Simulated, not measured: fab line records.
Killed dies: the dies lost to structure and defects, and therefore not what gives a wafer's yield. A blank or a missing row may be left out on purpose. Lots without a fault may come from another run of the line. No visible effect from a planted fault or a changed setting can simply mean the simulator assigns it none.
A struck lot beside a sound one | flow n5-finfet | 36 out of 1938 route steps
Sound: the wafers L594.1, L594.4, L594.5. Struck: wafers L601.3, L601.6 (left out: L601.4, a lot-mate that was not struck); the cause follows at the end.
For every step that has rows: the tool of each side, followed by ch and its chambers, followed by its first start. Under that, the readings that differ: sound wafers | struck wafers | difference of the means | sigmas: that difference in standard deviations of wafers without a fault.
alike: a reading whose means differ by less than 2 such deviations, as well as words and numbers matching on both sides. not compared: withheld readings; readings where some wafer has no value; bounds like >300 that might hide an equal value; numbers whose values overlap and for which the record gives no deviation.
Wherever a step has rows on one side only, a row that says differs or no value, or a row with sigmas, the two part there. Non-overlapping numbers with no deviation appear without sigmas and do not part them. A reading missing from all wafers of one side parts the sides only when that side holds two or more wafers.

first, 8 steps without rows for these wafers: N5_BEOL_M6_SPUTTER_48 (material Cu, target thk 10 nm, time 1.667 s); N5_BEOL_M6_ECD_50 (material Cu, target thk 300 nm); N5_BEOL_M6_ANNEAL_51 (time 90 s); N5_BEOL_M6_CMP_52 (polishes, stops on SiCOH lowk, t overpolish 6.9 s, target thk 80 nm); N5_BEOL_M6_PRE_CLEAN_55 (time 15 s); N5_BEOL_M6_DEP_56 (deposits SiCN from 3MS/NH3, target thk 10 nm, time 17.5 s); N5_BEOL_M7_ILD_DEP_00 (deposits SiCOH lowk from DEMS/porogen, target thk 179.75 nm, time 33.4 s); N5_BEOL_M7_CURE_74 (cures SiCOH lowk, time 240 s).
N5_BEOL_M7_PECVD_70: deposits SiO2 from TEOS/O2, target thk 20 nm, time 22.7 s.
  sound on pecvd-01 ch 0,1, day 10 14:12; struck on pecvd-01 ch 0, day 13 18:35
  reading                                    | sound                | struck        | difference | sigmas
  susceptor-temp-C (C)                       | 400.16 400.07 400.15 | 405.35 405.26 | +5.18      | +21
  model.SiO2_of_BEOL_M7_PECVD_70.thk-nm (nm) | 20.4 20.6 20.8       | 19.6 19.4     | -1.1       |
  alike: heater-power-w, showerhead-plenum-p-Torr, throttle-valve-pct
then, 25 steps without rows for these wafers: N5_BEOL_M7_HM_DEP_02 (deposits TiN, target thk 20 nm); N5_BEOL_M7_COAT_59 (time 60 s, resist thk 100 nm); N5_BEOL_M7_COAT_60 (time 60 s, resist thk 35 nm); N5_BEOL_M7_COAT_05 (resist thk 90 nm); N5_BEOL_M7_EBR_07; N5_BEOL_M7_SOFTBAKE_06 (time 60 s); N5_BEOL_M7_EXPOSE_08 (exposes mask M7); N5_BEOL_M7_PEB_09 (peb time 60 s); N5_BEOL_M7_DEVELOP_10 (develop time 30 s); N5_BEOL_M7_DESCUM_16 (chemistry O2, time 7.9 s); N5_BEOL_M7_ETCH_61 (etches SiARC in CF4, target depth 45.5 nm, time 75.8 s); N5_BEOL_M7_ETCH_62 (etches SOC in N2/H2, target depth 110 nm, overetch 22 nm, time 165 s); N5_BEOL_M7_STRIP_68 (strips in N2/H2); N5_BEOL_M7_STRIP_67 (strips in CF4); N5_BEOL_M7_HM_OPEN_17 (chemistry Cl2/BCl3, target TiN, target depth 20 nm, overetch 6 nm); N5_BEOL_M7_STRIP_19 (strips in O2); N5_BEOL_M7_COAT_63 (time 60 s, resist thk 60 nm); N5_BEOL_M7_COAT_64 (time 60 s, resist thk 12 nm); N5_BEOL_M7_COAT_71 (time 60 s, resist thk 5 nm); N5_BEOL_M7_COAT_22 (resist thk 30 nm); N5_BEOL_M7_EBR_24; N5_BEOL_M7_SOFTBAKE_23 (time 60 s); N5_BEOL_M7_EXPOSE_25 (exposes mask V6, target cd 40 nm); N5_BEOL_M7_PEB_26 (peb time 60 s); N5_BEOL_M7_DEVELOP_27 (develop time 30 s).
N5_BEOL_M7_HM_STRIP_39: strips TiN in peroxide tin strip, target depth 25 nm, time 158 s.
  sound on wet-bench-05 ch 3,4,5, day 10 17:43; struck on wet-bench-02 ch 4,7, day 13 22:29
  reading                                    | sound          | struck    | difference | sigmas
  model.SiO2_of_BEOL_M7_PECVD_70.thk-nm (nm) | 20.2 20.4 20.6 | 19.4 19.4 | -1.0       |
after that, 1 step had no rows for these wafers: N5_PASSIVATION_PROBE_49.

WHERE THEY PART
Only at N5_BEOL_M7_PECVD_70, within this record.

WHY: what the simulator had put in
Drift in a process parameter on pecvd-01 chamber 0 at N5_BEOL_M7_PECVD_70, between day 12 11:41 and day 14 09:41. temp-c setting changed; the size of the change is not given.
